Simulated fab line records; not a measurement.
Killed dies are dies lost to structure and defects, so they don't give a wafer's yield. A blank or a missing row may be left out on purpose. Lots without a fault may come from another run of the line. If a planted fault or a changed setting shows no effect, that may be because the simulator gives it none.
fab line records :: flow n5Finfet
record
  lots=6
  wafers=16
  lastDay=17
route steps=1938 shown BEOL_M12@1639 PASSIVATION@1936
lots with no fault: from the same line, run without faults
startH: hours from the record's first day to the start of the lot's first wafer shown :: waitH: hours since the lot's step before :: " the same as in the row above :: L1.1+2: a row that stands for several wafers :: - no value, or no start given :: * or withheld: withheld :: < > ~ a bound
route shown NAME@n: NAME is a module with steps in the file, n the number in the route of the first one :: usual: mean/standard deviation of fault-free wafers :: same: alike in all rows :: chamber/n: place in a boat :: sites: each site's reading :: _std_site: the values' standard deviation :: _edge_site: the outer-site mean with the inner-site mean subtracted :: radiusMm: for every site, how far away it sits from the centre of the wafer :: mask NAME#n: copy n :: behind: the most recent tool/chamber to have shaped the wafer :: hold: why the lot was held/for how many hours/how that ended :: device: which transistor (n, p or np) failed to switch :: end of line: tests run on the same wafers once the route is complete :: a step with no rows: only its recipe :: killed: dies that structure and defects cost at the first sort, which is not the same as the wafer's yield :: map: a wafer's dies, x killed, . not, _ none there
set.NAME: the setting as run; set.NAME@STEP: as run at that earlier step :: model.NAME: the simulator's own value behind a step, which no gauge read
lots at selected steps of the route; one table per step, one row per wafer
services: from which hour (startH, from the record's first day; less than 0 if before it) a tool's chamber was out of use, for how many hours, and why
## steps
# step N5_BEOL_M12_TRENCH_ETCH_34
# recipe
  chemistry=C4F8/O2/Ar
  target=SiOC
  targetDepthA=3189.5
  maskMaterial=SOC
  pressureMtorr=30
  sourceW=3000
  biasW=700
  Ar_flow_sccm=400
  C4F8_flow_sccm=15
  O2_flow_sccm=8
  heInnerTorr=15
  heOuterTorr=30
  timeS=125.5
  ionEnergyEv=250
# usual
  drypumpMotorCurrentA=5.9/0.35
  oesProductAu=0.82/0.082
  rfVppV=666.3/2.5
  showerheadPlenumPTorr=3.44/0.08
  throttleValvePct=24.27/0.25
# same
  timeS=125.5
lot.wafer: L676.3
tool: rieDiel-02
chamber: 1
startH: 254.44
waitH: 0.0
drypumpMotorCurrentA: 6.3
oesProductAu: 0.83
rfHoursCounterH: 65
rfVppV: 666.1
showerheadPlenumPTorr: 3.48
throttleValvePct: 24.40

lot.wafer: L676.5
tool: rieDiel-02
chamber: 0
startH: 254.44
waitH: 0.0
drypumpMotorCurrentA: 5.9
oesProductAu: 0.72
rfHoursCounterH: -
rfVppV: 663.8
showerheadPlenumPTorr: 3.38
throttleValvePct: 24.35

lot.wafer: L676.6
tool: rieDiel-02
chamber: 1
startH: 254.44
waitH: 0.0
drypumpMotorCurrentA: 6.3
oesProductAu: 0.83
rfHoursCounterH: -
rfVppV: 666.7
showerheadPlenumPTorr: 3.48
throttleValvePct: 24.39

lot.wafer: L683.1
tool: rieDiel-01
chamber: 2
startH: 288.94
waitH: 0.0
drypumpMotorCurrentA: 6.5
oesProductAu: 0.88
rfHoursCounterH: 43
rfVppV: 667.2
showerheadPlenumPTorr: 3.48
throttleValvePct: 24.00

lot.wafer: L683.5
tool: rieDiel-01
chamber: 1
startH: 288.94
waitH: 0.0
drypumpMotorCurrentA: 5.8
oesProductAu: 0.89
rfHoursCounterH: -
rfVppV: 667.7
showerheadPlenumPTorr: 3.47
throttleValvePct: 24.16

lot.wafer: L683.6
tool: rieDiel-01
chamber: 3
startH: 288.94
waitH: 0.0
drypumpMotorCurrentA: 5.6
oesProductAu: 0.76
rfHoursCounterH: -
rfVppV: 663.0
showerheadPlenumPTorr: 3.43
throttleValvePct: 24.68

lot.wafer: L685.3
tool: rieDiel-04
chamber: 2
startH: 307.83
waitH: 0.0
drypumpMotorCurrentA: 5.4
oesProductAu: 0.91
rfHoursCounterH: 24
rfVppV: 667.8
showerheadPlenumPTorr: 3.49
throttleValvePct: 24.25

lot.wafer: L685.5
tool: rieDiel-04
chamber: 0
startH: 307.83
waitH: 0.0
drypumpMotorCurrentA: 5.9
oesProductAu: 0.85
rfHoursCounterH: -
rfVppV: 666.6
showerheadPlenumPTorr: 3.45
throttleValvePct: 23.69

lot.wafer: L686.4
tool: rieDiel-02
chamber: 2
startH: 310.36
waitH: 0.0
drypumpMotorCurrentA: 6.0
oesProductAu: 0.76
rfHoursCounterH: 136
rfVppV: 664.6
showerheadPlenumPTorr: 3.42
throttleValvePct: 23.92

lot.wafer: L686.5
tool: rieDiel-02
chamber: 0
startH: 310.36
waitH: 0.0
drypumpMotorCurrentA: 5.9
oesProductAu: 0.71
rfHoursCounterH: -
rfVppV: 664.3
showerheadPlenumPTorr: 3.37
throttleValvePct: 24.38

lot.wafer: L690.2
tool: rieDiel-01
chamber: 1
startH: 344.32
waitH: 0.0
drypumpMotorCurrentA: 5.8
oesProductAu: 0.85
rfHoursCounterH: 78
rfVppV: 666.6
showerheadPlenumPTorr: 3.46
throttleValvePct: 24.19

lot.wafer: L690.5
tool: rieDiel-01
chamber: 0
startH: 344.32
waitH: 0.0
drypumpMotorCurrentA: 5.9
oesProductAu: 0.95
rfHoursCounterH: -
rfVppV: 670.0
showerheadPlenumPTorr: 3.60
throttleValvePct: 24.20

lot.wafer: L690.6
tool: rieDiel-01
chamber: 3
startH: 344.32
waitH: 0.0
drypumpMotorCurrentA: 5.6
oesProductAu: 0.75
rfHoursCounterH: -
rfVppV: 664.4
showerheadPlenumPTorr: 3.42
throttleValvePct: 24.72

lot.wafer: L693.4
tool: rieDiel-01
chamber: 1
startH: 368.58
waitH: 0.0
drypumpMotorCurrentA: 5.8
oesProductAu: 0.84
rfHoursCounterH: 87
rfVppV: 665.4
showerheadPlenumPTorr: 3.45
throttleValvePct: 24.20

lot.wafer: L693.5
tool: rieDiel-01
chamber: 3
startH: 368.58
waitH: 0.0
drypumpMotorCurrentA: 5.6
oesProductAu: 0.74
rfHoursCounterH: -
rfVppV: 664.3
showerheadPlenumPTorr: 3.42
throttleValvePct: 24.71

lot.wafer: L693.6
tool: rieDiel-01
chamber: 0
startH: 368.58
waitH: 0.0
drypumpMotorCurrentA: 6.0
oesProductAu: 0.92
rfHoursCounterH: -
rfVppV: 671.9
showerheadPlenumPTorr: 3.60
throttleValvePct: 24.20
# step N5_BEOL_M12_STRIP_70
# recipe
  chemistry=C4F8/O2/Ar
  resist=SiARC
  rfFrequencyHz=6e+07
# step N5_BEOL_M12_OCD_MEAS_35
# usual
  trenchDepthNm=321/5.5
lot.wafer: L676.3
tool: ocd-01
chamber: -
startH: 254.60
waitH: 0.0
trenchDepthNm: 324

lot.wafer: L676.5
tool: ocd-01
chamber: -
startH: 254.60
waitH: 0.0
trenchDepthNm: 320

lot.wafer: L676.6
tool: ocd-01
chamber: -
startH: 254.60
waitH: 0.0
trenchDepthNm: 324

lot.wafer: L683.1
tool: ocd-02
chamber: -
startH: 289.09
waitH: 0.0
trenchDepthNm: 321

lot.wafer: L683.5
tool: ocd-02
chamber: -
startH: 289.09
waitH: 0.0
trenchDepthNm: 329

lot.wafer: L683.6
tool: ocd-02
chamber: -
startH: 289.09
waitH: 0.0
trenchDepthNm: 324

lot.wafer: L685.3
tool: ocd-02
chamber: -
startH: 307.98
waitH: 0.0
trenchDepthNm: 319

lot.wafer: L685.5
tool: ocd-02
chamber: -
startH: 307.98
waitH: 0.0
trenchDepthNm: 322

lot.wafer: L686.4
tool: ocd-02
chamber: -
startH: 310.52
waitH: 0.0
trenchDepthNm: 319

lot.wafer: L686.5
tool: ocd-02
chamber: -
startH: 310.52
waitH: 0.0
trenchDepthNm: 321

lot.wafer: L690.2
tool: ocd-01
chamber: -
startH: 344.48
waitH: 0.0
trenchDepthNm: 327

lot.wafer: L690.5
tool: ocd-01
chamber: -
startH: 344.48
waitH: 0.0
trenchDepthNm: 328

lot.wafer: L690.6
tool: ocd-01
chamber: -
startH: 344.48
waitH: 0.0
trenchDepthNm: 321

lot.wafer: L693.4
tool: ocd-01
chamber: -
startH: 368.74
waitH: 0.0
trenchDepthNm: 330

lot.wafer: L693.5
tool: ocd-01
chamber: -
startH: 368.74
waitH: 0.0
trenchDepthNm: 321

lot.wafer: L693.6
tool: ocd-01
chamber: -
startH: 368.74
waitH: 0.0
trenchDepthNm: 326
# step N5_BEOL_M12_STRIP_37
# recipe
  chemistry=N2/H2
  powerW=1000
  tempC=250
  h2Frac=0.65
  overashFraction=0.3
  pressureMtorr=withheld
  n2FlowSccm=1750
  h2FlowSccm=3250
# step N5_BEOL_M12_ETCH_38
# recipe
  chemistry=CF4/N2
  target=SiCN
  targetDepthA=687
  taperDeg=2
  timeS=73.4
  ionEnergyEv=150
  maskMaterial=SiO2
  pressureMtorr=40
  sourceW=430
  biasW=70
  Ar_flow_sccm=100
  cf4FlowSccm=60
  n2FlowSccm=60
# step N5_BEOL_M12_PRECLEAN_39
# recipe
  chemistry=residueRemover
  timeS=60
  tempC=40
# step N5_BEOL_M12_SRD_40
# recipe
  timeS=30
  tempC=23
  rinseLiquid=diw
  dry=n2Spin
  spinRpm=1500
  dryTimeS=30
# step N5_BEOL_M12_DEGAS_41
# recipe
  ambient=vacuum
  tempC=250
  timeS=60
# usual
  heaterPowerW=325/32
# same
  timeS=60
lot.wafer: L676.3
tool: pvdSputter-02
chamber: -
startH: 262.21
waitH: 0.4
heaterPowerW: 329

lot.wafer: L676.5
tool: pvdSputter-02
chamber: -
startH: 262.21
waitH: 0.4
heaterPowerW: 354

lot.wafer: L676.6
tool: pvdSputter-02
chamber: -
startH: 262.21
waitH: 0.4
heaterPowerW: 322

lot.wafer: L683.1
tool: pvdSputter-03
chamber: -
startH: 294.29
waitH: 0.4
heaterPowerW: 251

lot.wafer: L683.5
tool: pvdSputter-03
chamber: -
startH: 294.29
waitH: 0.4
heaterPowerW: 255

lot.wafer: L683.6
tool: pvdSputter-03
chamber: -
startH: 294.29
waitH: 0.4
heaterPowerW: 302

lot.wafer: L685.3
tool: pvdSputter-01
chamber: -
startH: 309.63
waitH: 0.4
heaterPowerW: 306

lot.wafer: L685.5
tool: pvdSputter-01
chamber: -
startH: 309.63
waitH: 0.4
heaterPowerW: 311

lot.wafer: L686.4
tool: pvdSputter-01
chamber: -
startH: 312.45
waitH: 0.3
heaterPowerW: 309

lot.wafer: L686.5
tool: pvdSputter-01
chamber: -
startH: 312.45
waitH: 0.3
heaterPowerW: 309

lot.wafer: L690.2
tool: pvdSputter-01
chamber: -
startH: 347.82
waitH: 2.5
heaterPowerW: 303

lot.wafer: L690.5
tool: pvdSputter-01
chamber: -
startH: 347.82
waitH: 2.5
heaterPowerW: 364

lot.wafer: L690.6
tool: pvdSputter-01
chamber: -
startH: 347.82
waitH: 2.5
heaterPowerW: 302

lot.wafer: L693.4
tool: pvdSputter-01
chamber: -
startH: 376.14
waitH: 0.6
heaterPowerW: 309

lot.wafer: L693.5
tool: pvdSputter-01
chamber: -
startH: 376.14
waitH: 0.6
heaterPowerW: 375

lot.wafer: L693.6
tool: pvdSputter-01
chamber: -
startH: 376.14
waitH: 0.6
heaterPowerW: 316
# step N5_BEOL_M12_PRE_CLEAN_42
# recipe
  gas=H2/He
  timeS=30
  tempC=250
# usual
  heaterPowerW=325/32
# same
  timeS=30
lot.wafer: L676.3
tool: pvdSputter-02
chamber: -
startH: 262.25
waitH: 0.0
heaterPowerW: 328

lot.wafer: L676.5
tool: pvdSputter-02
chamber: -
startH: 262.25
waitH: 0.0
heaterPowerW: 356

lot.wafer: L676.6
tool: pvdSputter-02
chamber: -
startH: 262.25
waitH: 0.0
heaterPowerW: 321

lot.wafer: L683.1
tool: pvdSputter-03
chamber: -
startH: 294.33
waitH: 0.0
heaterPowerW: 261

lot.wafer: L683.5
tool: pvdSputter-03
chamber: -
startH: 294.33
waitH: 0.0
heaterPowerW: 254

lot.wafer: L683.6
tool: pvdSputter-03
chamber: -
startH: 294.33
waitH: 0.0
heaterPowerW: 300

lot.wafer: L685.3
tool: pvdSputter-01
chamber: -
startH: 309.67
waitH: 0.0
heaterPowerW: 301

lot.wafer: L685.5
tool: pvdSputter-01
chamber: -
startH: 309.67
waitH: 0.0
heaterPowerW: 308

lot.wafer: L686.4
tool: pvdSputter-01
chamber: -
startH: 312.49
waitH: 0.0
heaterPowerW: 314

lot.wafer: L686.5
tool: pvdSputter-01
chamber: -
startH: 312.49
waitH: 0.0
heaterPowerW: 320

lot.wafer: L690.2
tool: pvdSputter-01
chamber: -
startH: 347.86
waitH: 0.0
heaterPowerW: 302

lot.wafer: L690.5
tool: pvdSputter-01
chamber: -
startH: 347.86
waitH: 0.0
heaterPowerW: 358

lot.wafer: L690.6
tool: pvdSputter-01
chamber: -
startH: 347.86
waitH: 0.0
heaterPowerW: 294

lot.wafer: L693.4
tool: pvdSputter-01
chamber: -
startH: 376.18
waitH: 0.0
heaterPowerW: 312

lot.wafer: L693.5
tool: pvdSputter-01
chamber: -
startH: 376.18
waitH: 0.0
heaterPowerW: 376

lot.wafer: L693.6
tool: pvdSputter-01
chamber: -
startH: 376.18
waitH: 0.0
heaterPowerW: 308
# step N5_BEOL_M12_SPUTTER_43
# recipe
  material=TaN
  targetThkA=150
  tempC=50
  biasV=168.6
  powerW=15000
  chamberPressurePa=0.12
  timeS=24.19
# step N5_BEOL_M12_SPUTTER_44
# recipe
  material=Ta
  targetThkA=100
  tempC=50
  biasV=80
  powerW=15000
  chamberPressurePa=0.07
  timeS=16.13
# usual
  chamberPressurePa=0.07002/0.00012
  throttleValvePct=29.8/1.1
# same
  timeS=16.13
lot.wafer: L676.3
tool: pvdSputter-02
chamber: -
startH: 262.37
waitH: 0.0
chamberPressurePa: 0.07022
throttleValvePct: 31.3

lot.wafer: L676.5
tool: pvdSputter-02
chamber: -
startH: 262.37
waitH: 0.0
chamberPressurePa: 0.07002
throttleValvePct: 30.1

lot.wafer: L676.6
tool: pvdSputter-02
chamber: -
startH: 262.37
waitH: 0.0
chamberPressurePa: 0.06991
throttleValvePct: 28.9

lot.wafer: L683.1
tool: pvdSputter-03
chamber: -
startH: 294.45
waitH: 0.0
chamberPressurePa: 0.07019
throttleValvePct: 30.4

lot.wafer: L683.5
tool: pvdSputter-03
chamber: -
startH: 294.45
waitH: 0.0
chamberPressurePa: 0.07031
throttleValvePct: 30.2

lot.wafer: L683.6
tool: pvdSputter-03
chamber: -
startH: 294.45
waitH: 0.0
chamberPressurePa: 0.07016
throttleValvePct: 30.9

lot.wafer: L685.3
tool: pvdSputter-01
chamber: -
startH: 309.79
waitH: 0.0
chamberPressurePa: 0.07025
throttleValvePct: 30.5

lot.wafer: L685.5
tool: pvdSputter-01
chamber: -
startH: 309.79
waitH: 0.0
chamberPressurePa: 0.07004
throttleValvePct: 27.7

lot.wafer: L686.4
tool: pvdSputter-01
chamber: -
startH: 312.61
waitH: 0.0
chamberPressurePa: 0.07009
throttleValvePct: 28.0

lot.wafer: L686.5
tool: pvdSputter-01
chamber: -
startH: 312.61
waitH: 0.0
chamberPressurePa: 0.07002
throttleValvePct: 27.7

lot.wafer: L690.2
tool: pvdSputter-01
chamber: -
startH: 347.98
waitH: 0.0
chamberPressurePa: 0.06984
throttleValvePct: 30.5

lot.wafer: L690.5
tool: pvdSputter-01
chamber: -
startH: 347.98
waitH: 0.0
chamberPressurePa: 0.06986
throttleValvePct: 31.0

lot.wafer: L690.6
tool: pvdSputter-01
chamber: -
startH: 347.98
waitH: 0.0
chamberPressurePa: 0.06988
throttleValvePct: 30.7

lot.wafer: L693.4
tool: pvdSputter-01
chamber: -
startH: 376.30
waitH: 0.0
chamberPressurePa: 0.06997
throttleValvePct: 28.0

lot.wafer: L693.5
tool: pvdSputter-01
chamber: -
startH: 376.30
waitH: 0.0
chamberPressurePa: 0.06992
throttleValvePct: 29.7

lot.wafer: L693.6
tool: pvdSputter-01
chamber: -
startH: 376.30
waitH: 0.0
chamberPressurePa: 0.07014
throttleValvePct: 28.0
# step N5_BEOL_M12_SPUTTER_45
# recipe
  material=Cu
  targetThkA=800
  tempC=-20
  biasV=60
  powerW=26000
  chamberPressurePa=0.13
  timeS=13.33
# step N5_BEOL_M12_ECD_47
# recipe
  material=Cu
  targetThkA=7200
lot.wafer: L676.3
tool: ecdCu-02
chamber: 1
startH: 262.61
waitH: 0.1
model.Cu_of_BEOL_M12_ECD_47.thkNm: 734.6

lot.wafer: L676.5
tool: ecdCu-02
chamber: 1
startH: 262.61
waitH: 0.1
model.Cu_of_BEOL_M12_ECD_47.thkNm: 725.6

lot.wafer: L676.6
tool: ecdCu-02
chamber: 0
startH: 262.61
waitH: 0.1
model.Cu_of_BEOL_M12_ECD_47.thkNm: 744.4

lot.wafer: L683.1
tool: ecdCu-02
chamber: 1
startH: 294.65
waitH: 0.1
model.Cu_of_BEOL_M12_ECD_47.thkNm: 726.4

lot.wafer: L683.5
tool: ecdCu-02
chamber: 1
startH: 294.65
waitH: 0.1
model.Cu_of_BEOL_M12_ECD_47.thkNm: 719.8

lot.wafer: L683.6
tool: ecdCu-02
chamber: 0
startH: 294.65
waitH: 0.1
model.Cu_of_BEOL_M12_ECD_47.thkNm: 724.8

lot.wafer: L685.3
tool: ecdCu-02
chamber: 0
startH: 310.03
waitH: 0.1
model.Cu_of_BEOL_M12_ECD_47.thkNm: 552.2

lot.wafer: L685.5
tool: ecdCu-02
chamber: 0
startH: 310.03
waitH: 0.1
model.Cu_of_BEOL_M12_ECD_47.thkNm: 542.8

lot.wafer: L686.4
tool: ecdCu-02
chamber: 1
startH: 312.85
waitH: 0.1
model.Cu_of_BEOL_M12_ECD_47.thkNm: 721.6

lot.wafer: L686.5
tool: ecdCu-02
chamber: 1
startH: 312.85
waitH: 0.1
model.Cu_of_BEOL_M12_ECD_47.thkNm: 532.6

lot.wafer: L690.2
tool: ecdCu-01
chamber: 0
startH: 348.18
waitH: 0.1
model.Cu_of_BEOL_M12_ECD_47.thkNm: 724

lot.wafer: L690.5
tool: ecdCu-01
chamber: 1
startH: 348.18
waitH: 0.1
model.Cu_of_BEOL_M12_ECD_47.thkNm: 723.4

lot.wafer: L690.6
tool: ecdCu-01
chamber: 0
startH: 348.18
waitH: 0.1
model.Cu_of_BEOL_M12_ECD_47.thkNm: 729.6

lot.wafer: L693.4
tool: ecdCu-01
chamber: 1
startH: 376.54
waitH: 0.1
model.Cu_of_BEOL_M12_ECD_47.thkNm: 721

lot.wafer: L693.5
tool: ecdCu-01
chamber: 1
startH: 376.54
waitH: 0.1
model.Cu_of_BEOL_M12_ECD_47.thkNm: 719.2

lot.wafer: L693.6
tool: ecdCu-01
chamber: 0
startH: 376.54
waitH: 0.1
model.Cu_of_BEOL_M12_ECD_47.thkNm: 721.8
# step N5_BEOL_M12_ANNEAL_48
# recipe
  tempC=225
  timeS=90
  ambient=N2
# usual
  wafer_temp_C_max=226.2/0.55
# same
  timeS=90
lot.wafer: L676.3
tool: rtpAnneal-01
chamber: 0
startH: 263.23
waitH: 0.6
wafer_temp_C_max: 226.3

lot.wafer: L676.5
tool: rtpAnneal-01
chamber: 0
startH: 263.23
waitH: 0.6
wafer_temp_C_max: 226.8

lot.wafer: L676.6
tool: rtpAnneal-01
chamber: 0
startH: 263.23
waitH: 0.6
wafer_temp_C_max: 226.7

lot.wafer: L683.1
tool: rtpAnneal-01
chamber: 0
startH: 294.80
waitH: 0.1
wafer_temp_C_max: 227.3

lot.wafer: L683.5
tool: rtpAnneal-01
chamber: 0
startH: 294.80
waitH: 0.1
wafer_temp_C_max: 226.8

lot.wafer: L683.6
tool: rtpAnneal-01
chamber: 0
startH: 294.80
waitH: 0.1
wafer_temp_C_max: 226.4

lot.wafer: L685.3
tool: rtpAnneal-01
chamber: 0
startH: 310.22
waitH: 0.2
wafer_temp_C_max: 226.9

lot.wafer: L685.5
tool: rtpAnneal-01
chamber: 0
startH: 310.22
waitH: 0.2
wafer_temp_C_max: 226.9

lot.wafer: L686.4
tool: rtpAnneal-01
chamber: 0
startH: 313.09
waitH: 0.2
wafer_temp_C_max: 226.3

lot.wafer: L686.5
tool: rtpAnneal-01
chamber: 0
startH: 313.09
waitH: 0.2
wafer_temp_C_max: 227.2

lot.wafer: L690.2
tool: rtpAnneal-02
chamber: 0
startH: 348.40
waitH: 0.2
wafer_temp_C_max: 225.5

lot.wafer: L690.5
tool: rtpAnneal-02
chamber: 0
startH: 348.40
waitH: 0.2
wafer_temp_C_max: 225.7

lot.wafer: L690.6
tool: rtpAnneal-02
chamber: 0
startH: 348.40
waitH: 0.2
wafer_temp_C_max: 225.5

lot.wafer: L693.4
tool: rtpAnneal-02
chamber: 0
startH: 376.78
waitH: 0.2
wafer_temp_C_max: 225.8

lot.wafer: L693.5
tool: rtpAnneal-02
chamber: 0
startH: 376.78
waitH: 0.2
wafer_temp_C_max: 225.9

lot.wafer: L693.6
tool: rtpAnneal-02
chamber: 0
startH: 376.78
waitH: 0.2
wafer_temp_C_max: 225.8
# step N5_PASSIVATION_PROBE_49
# usual
  defectLimitedYield=91.1/1.4
  killed_at_M0_to_M3=33/9.1
  killed_at_M4_up=14/5.6
  killedAtContacts=13/5.7
  killedAtFrontEnd=42/12
  killedAtOther=4/3
  killedDies=105/16
  killedOpen=69/11
  killedShort=34/7.5
  sort_bin_5_function=5.2/0.91
  sort_bin_6_memory=3.3/0.64
  sortNPass=1075/16
  sortYieldPct=91.1/1.4
# same
  grossDies=1180
  killedAtBackSide=0
  sort_bin_4_leakage[%]=0
  sort_bin_8_speed[%]=0
lot.wafer: L693.4
tool: prober-02
chamber: -
startH: 411.73
waitH: 0.2
defectLimitedYield[%]: 91.6
killed_at_M0_to_M3: 18
killed_at_M4_up: 15
killedAtContacts: 10
killedAtFrontEnd: 53
killedAtOther: 3
killedDies: 99
killedOpen: 70
killedShort: 27
sort_bin_5_function[%]: 4.7
sort_bin_6_memory[%]: 3.6
sortNPass: 1081
sortYieldPct[%]: 91.6

lot.wafer: L693.5
tool: prober-02
chamber: -
startH: 411.78
waitH: 0.2
defectLimitedYield[%]: 89.0
killed_at_M0_to_M3: 40
killed_at_M4_up: 14
killedAtContacts: 30
killedAtFrontEnd: 43
killedAtOther: 3
killedDies: 130
killedOpen: 87
killedShort: 41
sort_bin_5_function[%]: 6.1
sort_bin_6_memory[%]: 4.5
sortNPass: 1050
sortYieldPct[%]: 89.0

lot.wafer: L693.6
tool: prober-02
chamber: -
startH: 411.83
waitH: 0.3
defectLimitedYield[%]: 89.7
killed_at_M0_to_M3: 18
killed_at_M4_up: 12
killedAtContacts: 18
killedAtFrontEnd: 65
killedAtOther: 9
killedDies: 122
killedOpen: 76
killedShort: 44
sort_bin_5_function[%]: 6.6
sort_bin_6_memory[%]: 3.3
sortNPass: 1058
sortYieldPct[%]: 89.7
# killed by level:class
L693.4 FIN_SAQP:geometricParticle:open=17 STI_FIN_REVEAL:geometricParticle:open=10 FIN_SAQP:geometricParticle:short=8 MOL_CONTACT_COAG:geometricParticle:open=8 BEOL_M4:geometricParticle:open=8 BEOL_M0_SAQP:geometricParticle:short=4 BEOL_M0_SAQP:geometricParticle:open=4 BEOL_M1:geometricParticle:open=4
L693.5 MOL_CONTACT_COAG:geometricParticle:open=19 BEOL_M1:geometricParticle:open=17 FIN_SAQP:geometricParticle:short=13 MOL_CONTACT_COAG:geometricParticle:short=10 STI_FIN_REVEAL:geometricParticle:open=10 BEOL_M2:geometricParticle:open=7 FIN_SAQP:geometricParticle:open=6 BEOL_M3:geometricParticle:open=6
L693.6 STI_FIN_REVEAL:geometricParticle:open=17 MOL_CONTACT_COAG:geometricParticle:open=15 FIN_SAQP:geometricParticle:open=11 FIN_SAQP:geometricParticle:short=9 STI_FIN_REVEAL:geometricParticle:short=9 BEOL_M3:geometricParticle:open=6 STARTING-WAFER:geometricParticle:short=4 BEOL_M1:geometricParticle:open=4
## services
tool: rieDiel-02
chamber: 2
startH: 231.84
hours: 21.6
kind: repair

tool: rieDiel-04
chamber: 3
startH: 234.81
hours: -
kind: clean

tool: rieDiel-04
chamber: 3
startH: 234.81
hours: -
kind: consumableReplace:focusRing

tool: rieDiel-04
chamber: 3
startH: 234.81
hours: 14.7
kind: scheduledDown

tool: rieDiel-04
chamber: 3
startH: 234.81
hours: 14.7
kind: ventCycle

tool: ecdCu-02
chamber: -
startH: 237.28
hours: 4.0
kind: repair

tool: rieDiel-02
chamber: 3
startH: 264.19
hours: -
kind: clean

tool: rieDiel-02
chamber: 3
startH: 264.19
hours: -
kind: consumableReplace:focusRing

tool: rieDiel-02
chamber: 3
startH: 264.19
hours: 19.1
kind: scheduledDown

tool: rieDiel-02
chamber: 3
startH: 264.19
hours: 19.1
kind: ventCycle

tool: rieDiel-04
chamber: 2
startH: 265.77
hours: 9.3
kind: repair

tool: rieDiel-01
chamber: 0
startH: 286.63
hours: -
kind: clean

tool: rieDiel-01
chamber: 0
startH: 286.63
hours: -
kind: consumableReplace:focusRing

tool: rieDiel-01
chamber: 0
startH: 286.63
hours: -
kind: consumableReplace:showerhead

tool: rieDiel-01
chamber: 0
startH: 286.63
hours: 28.2
kind: scheduledDown

tool: rieDiel-01
chamber: 0
startH: 286.63
hours: 28.2
kind: ventCycle

tool: pvdSputter-01
chamber: -
startH: 369.52
hours: 1.8
kind: repair

tool: pvdSputter-01
chamber: -
startH: 371.87
hours: 3.5
kind: repair
## key
firstSign none at tools or gauges
modelEffect
  step=N5_BEOL_M12_ECD_47
  value=Cu_of_BEOL_M12_ECD_47.thkNm
  without=732.5
  struck=542.5
metAt N5_BEOL_M12_ECD_47
struckWafers L685.3,L685.5,L686.5
onsetBetween 294.65 310.03
fault
  kind=processParameterDrift
  tool=ecdCu-02
  chamber=-
  onsetH=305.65
  steps=N5_BEOL_M12_ECD_47
  channel=targetThkA
  offset=*
  shape=step
  endH=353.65
  scope=struckWafersOnly
  actsIn=*
  stated=*
